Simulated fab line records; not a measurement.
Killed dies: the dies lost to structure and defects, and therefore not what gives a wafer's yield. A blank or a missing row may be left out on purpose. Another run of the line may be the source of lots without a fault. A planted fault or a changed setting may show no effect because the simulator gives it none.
Matching of chambers | flow nandHarc | NHARC_A_CHANNEL_FILL_D2_ALD_16 on aldHk-02 has 4 sister chambers
The step deposits SiO2, target thk 1.5 nm, pulse time 10 s, ald cycles 15. 8 wafers are shown with their chamber, then 12 later ones without.

WAFERS PAIRED WITH THEIR CHAMBERS
wafer  | chamber | heaterPowerW (W) | precursorPulseHeightRel
L084.3 | 2       | 385              | 1.016
L085.5 | 1       | 487              | 1.010
L087.4 | 3       | 484              | 1.008
L087.5 | 0       | 442              | 1.028
L087.6 | 3       | 489              | 1.004
L088.1 | 1       | 476              | 1.005
L088.3 | 2       | 381              | 1.000
L088.4 | 0       | 442              | 1.001

WAFERS WHOSE CHAMBER IS MISSING
wafer  | heaterPowerW (W) | precursorPulseHeightRel
L090.1 | 497              | 1.012
L090.3 | 468              | 0.994
L090.5 | 481              | 1.005
L092.1 | 388              | 1.007
L092.2 | 445              | 0.970
L092.4 | 500              | 0.984
L095.1 | 468              | 1.022
L095.2 | 491              | 0.979
L095.5 | 437              | 1.012
L093.1 | 494              | 1.007
L093.5 | 383              | 1.018
L093.6 | 469              | 0.981

THE CHAMBER EACH PASSED THROUGH
wafer  | from the rows above     | in truth
L090.1 | can't be placed: 3 or 1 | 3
L090.3 | can't be placed: 1 or 3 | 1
L090.5 | can't be placed: 1 or 3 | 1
L092.1 | 2                       | 2
L092.2 | 0                       | 0
L092.4 | can't be placed: 3 or 1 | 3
L095.1 | can't be placed: 1 or 3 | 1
L095.2 | can't be placed: 3 or 1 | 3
L095.5 | 0                       | 0
L093.1 | can't be placed: 3 or 1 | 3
L093.5 | 2                       | 2
L093.6 | can't be placed: 1 or 3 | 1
4 of 12 placed correctly. These rows do not allow placing 8 (true chamber among the candidates in 8). Placed wrongly: 0.
How it was worked out, from the rows above alone: a wafer's distance from a chamber is the root of the sum, over the readings, of the square of ((its reading less the chamber's mean) divided by the reading's scatter). If the next closest chamber is less than 2 further off than the closest, the wafer can't be placed; otherwise it belongs to the closest. Each chamber's mean is taken over the wafers shown for it. The scatter: the root of (the sum of the squares of (reading less its chamber's mean) over the shown wafers, divided by (wafers less chambers)).
